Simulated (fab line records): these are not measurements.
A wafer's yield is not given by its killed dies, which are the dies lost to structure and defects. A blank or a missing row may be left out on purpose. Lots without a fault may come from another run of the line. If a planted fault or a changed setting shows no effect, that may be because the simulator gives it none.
Matching of chambers || flow n5-finfet || uv-cure-01 running N5_BEOL_M5_CURE_80: 3 sister chambers
The step cures SiCOH lowk, time 120 s. 6 wafers are shown with their chamber, then 10 later ones without.

== WAFERS PAIRED WITH THEIR CHAMBERS ==
{"wafer": "L084.5", "chamber": 1, "wafer_temp_C_max": 372.9, "lamp-power-pct (%)": 52.21}
{"wafer": "L084.6", "chamber": 1, "wafer_temp_C_max": 373.3, "lamp-power-pct (%)": 52.25}
{"wafer": "L089.5", "chamber": 2, "wafer_temp_C_max": 371.4, "lamp-power-pct (%)": 52.30}
{"wafer": "L089.6", "chamber": 2, "wafer_temp_C_max": 371.4, "lamp-power-pct (%)": 52.33}
{"wafer": "L091.2", "chamber": 0, "wafer_temp_C_max": 371.9, "lamp-power-pct (%)": 52.27}
{"wafer": "L091.3", "chamber": 0, "wafer_temp_C_max": 372.5, "lamp-power-pct (%)": 52.38}

== WAFERS WITHOUT THEIR CHAMBER ==
{"wafer": "L091.5", "wafer_temp_C_max": 373.1, "lamp-power-pct (%)": 52.32}
{"wafer": "L092.4", "wafer_temp_C_max": 372.1, "lamp-power-pct (%)": 52.33}
{"wafer": "L092.5", "wafer_temp_C_max": 373.1, "lamp-power-pct (%)": 52.26}
{"wafer": "L092.6", "wafer_temp_C_max": 373.7, "lamp-power-pct (%)": 52.30}
{"wafer": "L094.1", "wafer_temp_C_max": 372.4, "lamp-power-pct (%)": 52.36}
{"wafer": "L094.4", "wafer_temp_C_max": 372.0, "lamp-power-pct (%)": 52.34}
{"wafer": "L094.6", "wafer_temp_C_max": 372.5, "lamp-power-pct (%)": 52.38}
{"wafer": "L094.2", "wafer_temp_C_max": 372.1, "lamp-power-pct (%)": 52.21}
{"wafer": "L094.3", "wafer_temp_C_max": 373.9, "lamp-power-pct (%)": 52.31}
{"wafer": "L094.5", "wafer_temp_C_max": 372.8, "lamp-power-pct (%)": 52.32}

== CHAMBER TAKEN BY EACH ==
{"wafer": "L091.5", "from the rows above": "can't be placed: 1 or 0", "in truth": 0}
{"wafer": "L092.4", "from the rows above": 0, "in truth": 0}
{"wafer": "L092.5", "from the rows above": 1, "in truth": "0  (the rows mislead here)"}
{"wafer": "L092.6", "from the rows above": 1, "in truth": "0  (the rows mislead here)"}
{"wafer": "L094.1", "from the rows above": 0, "in truth": 0}
{"wafer": "L094.4", "from the rows above": "can't be placed: 0 or 2", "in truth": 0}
{"wafer": "L094.6", "from the rows above": 0, "in truth": 0}
{"wafer": "L094.2", "from the rows above": "can't be placed: 0 or 2 or 1", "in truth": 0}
{"wafer": "L094.3", "from the rows above": 1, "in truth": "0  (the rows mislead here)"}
{"wafer": "L094.5", "from the rows above": "can't be placed: 0 or 1", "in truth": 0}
Placed correctly: 3 of 10. Not placeable from these rows: 4 (in 4, the candidates include the true chamber). 3 placed wrongly.
How it was worked out, from the rows above alone: a wafer's distance from a chamber is the root of the sum, over the readings, of the square of ((its reading less the chamber's mean) divided by the reading's scatter). If the next closest chamber is less than 2 further off than the closest, the wafer can't be placed; otherwise it belongs to the closest. A chamber's mean is the mean of its shown wafers. How the scatter is found: for the shown wafers, subtract from each reading the mean of its chamber, square and add these, divide the total by (wafers less chambers), then take the root.
